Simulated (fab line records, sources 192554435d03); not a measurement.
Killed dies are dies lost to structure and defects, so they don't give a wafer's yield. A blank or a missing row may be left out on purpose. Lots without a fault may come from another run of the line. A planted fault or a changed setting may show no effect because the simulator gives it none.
A struck lot beside a sound one | flow n5_finfet | 15 steps out of a route of 1938
Sound: wafers L855.2, L855.3, L855.4. Struck: wafer L865.3. (L865.1, L865.5 of the same lot were not struck and are left out.) The cause comes at the end.
At each step with rows: each side's tool, then ch and its chambers, then its first start. Under that, the readings that differ: sound wafers | struck wafers | difference of the means | sigmas: that difference in standard deviations of wafers without a fault.
alike: readings whose means differ by less than 2 such deviations, and words and numbers that are the same on both sides. not compared: withheld readings, readings that some wafer has no value for, bounds like >300 that may hide the same value, and numbers for which the record gives no deviation and whose values overlap.
The two part at a step that has a row with sigmas, a row that says differs or no value, or rows on one side only. Numbers that don't overlap but have no deviation are shown without sigmas and don't part them. A reading that every wafer of one side lacks parts them only if that side has two wafers or more.

first, 5 steps without rows for these wafers: N5_BEOL_M11_EBR_24; N5_BEOL_M11_SOFTBAKE_23 (time 60 s); N5_BEOL_M11_EXPOSE_25 (exposes mask V10); N5_BEOL_M11_PEB_26 (peb time 60 s); N5_BEOL_M11_DEVELOP_27 (develop time 30 s).
N5_BEOL_M11_CD_MEAS_28: target cd 70 nm.
  sound on cd_sem-01 ch 0, day 11 10:31; struck on cd_sem-03 ch 0, day 13 20:14
  reading    | sound          | struck | difference | sigmas
  cd_nm (nm) | 69.4 70.9 71.5 | 68.2   | -2.4       | -2
N5_BEOL_M11_OVL_MEAS_29:
  sound on overlay-02 ch 0, day 11 10:33; struck on overlay-01 ch 0, day 13 20:16
  alike: V10_OVL
N5_BEOL_M11_INSPECT_30: inspects for defects (brightfield).
  sound on defect_inspect-02, day 11 10:35; struck on defect_inspect-02, day 13 20:17
  reading          | sound       | struck | difference | sigmas
  raw_defect_count | 508 886 701 | 297    | -401       | -3
N5_BEOL_M11_DESCUM_33: chemistry O2, time 7.9 s.
  sound on rie_diel-03 ch 1,2,3, day 11 10:49; struck on rie_diel-03 ch 1, day 13 20:30
  alike: drypump_motor_current_A, oes_product_au, rf_vpp_V, showerhead_plenum_p_Torr, throttle_valve_pct
  not compared: rf_hours_counter_h
N5_BEOL_M11_ETCH_65: etches SiARC in CF4, target depth 39 nm, time 65 s.
  sound on rie_diel-03 ch 1,2,3, day 11 10:52; struck on rie_diel-03 ch 1, day 13 20:32
  alike: drypump_motor_current_A, etch_rf_on_time_s, oes_product_au, rf_vpp_V, showerhead_plenum_p_Torr, throttle_valve_pct
  not compared: rf_hours_counter_h
N5_BEOL_M11_ETCH_66: etches SOC in N2/H2, target depth 120 nm, overetch 24 nm, time 180 s.
  sound on rie_diel-03 ch 1,2,3, day 11 10:55; struck on rie_diel-03 ch 1, day 13 20:35
  alike: drypump_motor_current_A, oes_product_au, rf_vpp_V, showerhead_plenum_p_Torr, throttle_valve_pct
  not compared: rf_hours_counter_h
then, 1 step without rows for these wafers: N5_BEOL_M11_STRIP_69 (strips in N2/H2).
N5_BEOL_M11_VIA_ETCH_34: etches SiCOH lowk in C4F6/O2, target depth 184.5 nm, time 69.2 s.
  sound on rie_diel-03 ch 1,2,3, day 11 11:02; struck on rie_diel-03 ch 1, day 13 20:42
  reading                                   | sound             | struck | difference | sigmas
  oes_product_au (a.u.)                     | 0.80 0.88 0.69    | 1.15   | +0.36      | +5
  model.etch.depth_nm (nm)                  | 188.1 191.6 181.5 | 294.8  | +107.7     |
  model.SOC_of_BEOL_M11_COAT_63.thk_nm (nm) | 92 92 92.4        | 87     | -5         |
  alike: C4F6_flow_sccm, drypump_motor_current_A, oes_o_777_au, rf_vpp_V, showerhead_plenum_p_Torr, throttle_valve_pct
  not compared: rf_hours_counter_h
then, 2 steps without rows for these wafers: N5_BEOL_M11_STRIP_73 (strips in C4F6/O2); N5_PASSIVATION_PROBE_49.

WHERE THEY PART
First at N5_BEOL_M11_CD_MEAS_28; last, within this record, at N5_BEOL_M11_VIA_ETCH_34.

WHY: what the simulator had put in
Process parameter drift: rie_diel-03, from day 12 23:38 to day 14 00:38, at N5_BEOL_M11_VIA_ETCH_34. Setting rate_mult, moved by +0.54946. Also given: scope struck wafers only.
